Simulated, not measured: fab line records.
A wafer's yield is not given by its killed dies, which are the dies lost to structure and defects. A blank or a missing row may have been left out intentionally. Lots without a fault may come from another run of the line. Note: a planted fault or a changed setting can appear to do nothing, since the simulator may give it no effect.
Which tool was responsible?    flow n5Finfet    27 wafers from 9 lots sampled at 5 of the route's 1938 steps

## WHAT THE GAUGES SHOWED, per wafer
N5_BEOL_M4_RC_MEAS_101.
lot   measured      on         DIBL_N (mV/V)   DIBL_P (mV/V)   IOFF_N (nA/um)  IOFF_P (nA/um)  ION_N (uA/um)  ION_P (uA/um)  SS_N (mV/dec)   SS_P (mV/dec)   VT_N (mV)    VT_P (mV)
L125  day 8 07:41   prober-02  32.6 32.3 32.3  31.7 31.6 31.5  0.10 0.10 0.10  0.15 0.15 0.15  651 653 664    456 453 456    70.0 69.8 70.1  72.0 71.8 72.1  259 256 257  -256 -253 -254
L126  day 8 16:58   prober-02  35.0 33.2 33.3  34.4 31.5 32.3  0.14 0.10 0.11  0.18 0.13 0.15  666 647 650    453 440 452    71.1 70.8 70.9  73.2 72.8 72.7  249 256 256  -254 -256 -253
L132  day 11 02:29  prober-02  36.2 40.1 39.7  34.9 40.8 37.9  0.14 0.23 0.20  0.16 0.26 0.21  668 681 677    452 462 453    71.8 72.4 73.6  73.0 73.9 73.3  253 245 252  -257 -251 -252
L134  day 11 15:45  prober-01  36.1 35.3 37.2  37.2 36.9 38.8  0.15 0.16 0.19  0.21 0.21 0.23  664 692 683    455 476 462    71.5 71.4 72.4  73.3 73.0 73.6  249 247 246  -251 -251 -249
L138  day 12 22:51  prober-01  33.0 36.1 35.6  33.7 36.9 36.2  0.12 0.17 0.15  0.18 0.23 0.22  658 656 669    457 454 455    71.0 71.5 71.2  72.3 73.2 73.1  253 250 250  -250 -248 -251
L143  day 13 08:12  prober-02  36.1 35.3 33.6  35.6 35.6 32.8  0.18 0.17 0.13  0.19 0.19 0.15  695 681 672    465 459 451    71.7 71.2 71.2  73.0 72.9 72.8  246 247 252  -253 -252 -256
L144  day 14 05:52  prober-01  37.9 37.1 40.2  38.8 37.0 40.1  0.20 0.18 0.24  0.25 0.22 0.28  699 679 693    473 463 469    72.3 71.9 72.8  74.4 73.8 74.6  245 246 243  -248 -249 -250
L145  day 14 01:46  prober-02  36.8 33.8 34.3  36.2 32.4 33.0  0.16 0.12 0.13  0.20 0.15 0.16  676 666 672    458 460 459    71.6 70.9 70.7  74.0 72.0 72.4  251 255 253  -249 -256 -252
L146  day 14 14:23  prober-01  36.8 37.2 36.1  37.1 37.9 36.1  0.19 0.20 0.18  0.22 0.24 0.21  680 679 684    459 459 462    71.8 72.0 72.0  73.0 73.4 72.6  248 246 245  -249 -248 -251

## TOOL THAT RAN EACH LOT (tool first, then ch and the chambers of the sampled wafers, then the start)
lot   N5_BEOL_M0_ETCH_138                N5_BEOL_M0_TRENCH_ETCH_107         N5_BEOL_M0_ALD_136                  N5_BEOL_M0_SPUTTER_116
L125  rieDiel-02 ch 0,2, day 6 04:59     rieDiel-05 ch 2,3, day 6 08:26     aldMetal-02 ch 0,2, day 6 09:33     pvdSputter-02, day 6 10:20
L126  rieDiel-02 ch 0,1,2, day 6 12:07   rieDiel-02 ch 0,1,3, day 6 16:26   aldMetal-02 ch 0,2,3, day 6 17:49   pvdSputter-01, day 6 18:21
L132  rieDiel-05 ch 2,3, day 7 23:11     rieDiel-05 ch 2,3, day 7 23:57     aldMetal-02 ch 1,3, day 8 01:09     pvdSputter-02, day 8 02:28
L134  rieDiel-02 ch 0,1,2, day 8 11:04   rieDiel-02 ch 2,3, day 8 12:06     aldMetal-02 ch 0,2,3, day 8 12:58   pvdSputter-03, day 8 13:51
L138  rieDiel-05 ch 0,1, day 9 15:31     rieDiel-06 ch 0,1,2, day 9 16:07   aldMetal-01 ch 2,3, day 9 16:52     pvdSputter-03, day 9 18:53
L143  rieDiel-05 ch 1, day 10 20:38      rieDiel-06 ch 0,1,2, day 11 02:04  aldMetal-01 ch 0,1, day 11 02:37    pvdSputter-02, day 11 03:03
L144  rieDiel-06 ch 0,2,3, day 11 04:55  rieDiel-05 ch 0,2,3, day 11 07:02  aldMetal-02 ch 1,2,3, day 11 07:51  pvdSputter-02, day 11 09:01
L145  rieDiel-02 ch 0,2, day 11 05:43    rieDiel-06 ch 0,1,3, day 11 07:05  aldMetal-04 ch 0,1, day 11 07:44    pvdSputter-02, day 11 08:35
L146  rieDiel-06 ch 0,1, day 11 11:29    rieDiel-05 ch 1,2,3, day 11 13:04  aldMetal-02 ch 2,3, day 11 14:01    pvdSputter-02, day 11 14:30
- N5_BEOL_M0_ETCH_138: etches SiCN in CH3F/O2, target depth 12 nm, time 31.6 s.
- N5_BEOL_M0_TRENCH_ETCH_107: etches SiOC in C4F6/O2, target depth 32.8 nm, time 16.4 s.
- N5_BEOL_M0_ALD_136: deposits TaN, pulse time 2 s, purge time 3 s, co reactant purge time 2 s.
- N5_BEOL_M0_SPUTTER_116: material Cu, target thk 4 nm, time 7.37 s.

## WHAT THE TOOLS THEMSELVES READ (means of the sampled wafers that have a number; where no wafer has one, the mark that the record gives instead)
N5_BEOL_M0_ETCH_138.
lot   tool        drypumpMotorCurrentA (A)  etchRfOnTimeS (s)  oesProductAu (a.u.)  rfVppV (V)  showerheadPlenumPTorr (Torr)  throttleValvePct (%)
L125  rieDiel-02  6.0                       29.7               0.68                 297.4       2.02                          16.28
L126  rieDiel-02  6.2                       29.6               0.70                 297.9       2.05                          16.21
L132  rieDiel-05  6.0                       30.2               0.65                 296.5       1.99                          16.53
L134  rieDiel-02  6.2                       29.2               0.68                 298.4       2.04                          16.25
L138  rieDiel-05  6.5                       29.1               0.68                 297.4       2.03                          16.27
L143  rieDiel-05  6.7                       31.2               0.64                 298.7       2.02                          16.08
L144  rieDiel-06  5.2                       30.7               0.59                 297.2       1.95                          16.50
L145  rieDiel-02  5.8                       28.7               0.65                 297.0       1.99                          16.39
L146  rieDiel-06  5.6                       29.4               0.58                 294.9       1.89                          16.71

N5_BEOL_M0_TRENCH_ETCH_107.
lot   tool        drypumpMotorCurrentA (A)  oesProductAu (a.u.)  rfVppV (V)  showerheadPlenumPTorr (Torr)  throttleValvePct (%)
L125  rieDiel-05  5.9                       0.77                 667         2.83                          21.1
L126  rieDiel-02  6.0                       0.79                 668         2.91                          20.9
L132  rieDiel-05  5.7                       0.81                 672         2.81                          21.0
L134  rieDiel-02  5.8                       0.74                 665         2.85                          21.0
L138  rieDiel-06  5.4                       0.68                 670         2.78                          21.2
L143  rieDiel-06  5.4                       0.68                 670         2.78                          21.3
L144  rieDiel-05  6.1                       0.77                 674         2.83                          21.0
L145  rieDiel-06  5.4                       0.70                 667         2.70                          21.0
L146  rieDiel-05  6.2                       0.75                 672         2.83                          20.9

N5_BEOL_M0_ALD_136.
lot   tool         heaterPowerW (W)  susceptorTempC (C)
L125  aldMetal-02  439               274.95
L126  aldMetal-02  409               275.05
L132  aldMetal-02  404               -
L134  aldMetal-02  405               -
L138  aldMetal-01  379               275.04
L143  aldMetal-01  419               274.98
L144  aldMetal-02  423               274.88
L145  aldMetal-04  377               274.89
L146  aldMetal-02  370               275.16

N5_BEOL_M0_SPUTTER_116.
lot   tool           susceptorTempC (C)  throttleValvePct (%)
L125  pvdSputter-02  -20.01              29.9
L126  pvdSputter-01  -20.03              30.7
L132  pvdSputter-02  -20.00              30.5
L134  pvdSputter-03  -20.09              30.2
L138  pvdSputter-03  -19.93              29.6
L143  pvdSputter-02  -19.99              30.5
L144  pvdSputter-02  -19.98              30.5
L145  pvdSputter-02  -19.97              28.6
L146  pvdSputter-02  -20.02              28.9

## THE ANSWER, worked out from the rows above alone
Rule: usual is defined by the lots themselves. Put in order of their means at a reading, lots are off if they are a third of the lots or fewer, leave a main group of 4 or more, and stand apart from it by a gap of 3 or more times the standard deviation of the main group's means; of several such gaps the widest counts. The tables above print the reading to a certain number of digits; a main group whose means all agree to those digits is not used. Also off: a lot with no number at a reading for which 4 or more lots have one. Any other lot the step has rows for is counted as sound. The gauges are gone through in route order, then the tools' own readings, and for those a lot's mean is taken as printed above. The first step at which some lot is off is used, and at that step the reading that is off furthest; a lot without a number counts as furthest.
Off: L132, L134, at N5_BEOL_M0_ALD_136 (susceptorTempC). Without a number there: L132, L134. Main group: mean 274.99 C, sd 0.092.
A tool fits if, at that step or a process step before it, it ran every lot that is off, and no sound lot after the first of them. Of those tried, none fits.

## WHAT HAD BEEN PUT IN BY THE SIMULATOR
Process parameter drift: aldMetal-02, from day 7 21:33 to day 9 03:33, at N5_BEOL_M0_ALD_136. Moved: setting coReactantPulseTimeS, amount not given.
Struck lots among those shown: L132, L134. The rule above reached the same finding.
